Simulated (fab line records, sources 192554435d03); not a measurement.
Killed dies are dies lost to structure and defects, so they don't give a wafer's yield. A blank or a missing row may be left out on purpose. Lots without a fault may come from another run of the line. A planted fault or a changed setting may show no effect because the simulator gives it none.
Chamber matching | flow n5_finfet | N5_GATE_CUT_STRIP_41 on rie_diel-03: 4 sister chambers
The step strips in CF4. 4 wafers are shown with their chamber, then 11 later ones without.

WAFERS WITH THEIR CHAMBER
wafer  | chamber | showerhead_plenum_p_Torr (Torr)
L089.1 | 2       | 1.79
L089.2 | 1       | 1.78
L089.3 | 0       | 1.70
L090.1 | 3       | 1.70

WAFERS WITHOUT THEIR CHAMBER
wafer  | showerhead_plenum_p_Torr (Torr)
L090.5 | 1.77
L090.6 | 1.70
L092.1 | 1.79
L092.2 | 1.69
L092.4 | 1.70
L093.3 | 1.79
L093.5 | 1.69
L093.6 | 1.77
L097.1 | 1.70
L097.2 | 1.77
L097.6 | 1.79

WHICH CHAMBER EACH WENT THROUGH
wafer  | from the rows above     | in truth
L090.5 | can't be placed: 1 or 2 | 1
L090.6 | can't be placed: 0 or 3 | 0
L092.1 | can't be placed: 2 or 1 | 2
L092.2 | can't be placed: 0 or 3 | 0
L092.4 | can't be placed: 0 or 3 | 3
L093.3 | can't be placed: 2 or 1 | 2
L093.5 | can't be placed: 0 or 3 | 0
L093.6 | can't be placed: 1 or 2 | 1
L097.1 | can't be placed: 0 or 3 | 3
L097.2 | can't be placed: 1 or 2 | 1
L097.6 | can't be placed: 2 or 1 | 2
Placed correctly: 0 of 11. Can't be placed from these rows: 11 (the true chamber is among the candidates in 11). Placed wrongly: 0.
How it was worked out, from the rows above alone: a wafer's distance from a chamber is the root of the sum, over the readings, of the square of ((its reading less the chamber's mean) divided by the reading's scatter). The wafer belongs to the nearest chamber; if the next one is less than 2 further off, it can't be placed. A chamber's mean is the mean of its shown wafers. The scatter: with one shown wafer a chamber, the root of the mean of the squares of how far each hidden wafer lies from its nearest shown one.
